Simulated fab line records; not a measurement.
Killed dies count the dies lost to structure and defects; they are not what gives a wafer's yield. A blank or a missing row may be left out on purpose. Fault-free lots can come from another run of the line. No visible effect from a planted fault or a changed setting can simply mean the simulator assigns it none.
8D (eight disciplines) problem report, filled in by code || flow nand harc || the parts of the form that need people (team, actions taken, sign-off) are left out

1. THE ISSUE
Wafers without a fault read 45.2 nm, standard deviation 1.3; thk nm at NHARC_A_DECK1_JOINT_THK_MEAS_17 reads a mean of 28.3 nm on 3 wafers belonging to 3 lots. That puts it -13 standard deviations away from the usual mean.
The step: measures by ellipsometry.
First seen on wafer L339.2, day 20 06:36, on film metro-01. The record holds 37 wafers of 13 lots with a number at this step. Rule for "out" (also "out of limits"): further than 4 standard deviations from the usual mean. Any other wafer with a number is counted as sound.

2. WHAT THIS IS AND IS NOT
{"question": "which readings at this step", "is": "thk nm", "is not": "-"}
{"question": "which lots", "is": "L338, L339, L340", "is not": "L320, L322, L323, L324, L325, L326, L329, L330, L335, L343"}
{"question": "which wafers of those lots", "is": "L338.4, L339.2, L340.4", "is not": "L338.1, L338.3, L339.3, L340.3"}
{"question": "read on which gauges", "is": "film metro-01", "is not": "film metro-02"}
{"question": "when", "is": "from day 20 06:36", "is not": "up to then (28 sound wafers); but 6 sound wafers of L338, L340, L343 came after"}

3. THE SUSPECTS, EACH WITH WHAT RULES IT OUT
Counting: if a tool at a process step up to the reading ran every lot that is out, it stays a suspect. Sound lots after the first of them don't rule it out here, since some wafers of a struck lot are sound.
- the gauge at NHARC_A_DECK1_JOINT_THK_MEAS_17: kept. All the wafers that are out were read on film metro-01, and no step on other tools shows them out.
- pecvd-01 at NHARC_A_DECK1_JOINT_DEP_16 (deposits SiO2, target thk 45 nm): kept. It ran every lot that is out, first L339 (day 20 06:19); its last sound lot up to then is L330 (day 16 12:19).
What counting leaves: pecvd-01 at NHARC_A_DECK1_JOINT_DEP_16 and film metro-01 at NHARC_A_DECK1_JOINT_THK_MEAS_17.

4. THE CAUSE (what the simulator had put in)
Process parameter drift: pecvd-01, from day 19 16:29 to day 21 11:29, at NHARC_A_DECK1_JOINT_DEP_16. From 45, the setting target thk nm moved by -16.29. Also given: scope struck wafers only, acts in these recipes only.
2 suspects survive the count, and this tool is in that group.

5. SEQUENCE OF EFFECTS, ordered by route
Each row: a reading whose mean over the struck wafers that have a number lies more than 3 standard deviations from the usual. Readings are gone through only where the record gives a usual standard deviation; hours: the median, over the lots, of the time from a lot's start at the first step in this table giving one to that lot's start at this step; sigmas: the change measured in usual standard deviations.
{"hours": 0, "step": "NHARC_A_DECK1_JOINT_THK_MEAS_17", "reading": "thk nm", "usual": "45.2 nm", "on struck wafers": 28.3, "change": -16.9, "sigmas": -13}
Later steps that measure or inspect, where all struck wafers having a row at the step show a number for every such reading and not one has moved that far: NHARC_A_ONON_D2_THK_MEAS_21.

6. WHAT WOULD HAVE CAUGHT IT SOONER
The first out-of-limits reading at a measuring or inspecting step in this record came at day 20 06:36, 14 hours after the fault's start at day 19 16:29.
No tool reading at NHARC_A_DECK1_JOINT_DEP_16 that has a usual standard deviation in the record was out on any struck wafer, so an alarm limit of 4 standard deviations on those readings would not have fired.
Of the lots that are out (3), L340 began NHARC_A_DECK1_JOINT_DEP_16 on pecvd-01 after day 20 06:36. Had the tool been put on hold then, it would have been spared.
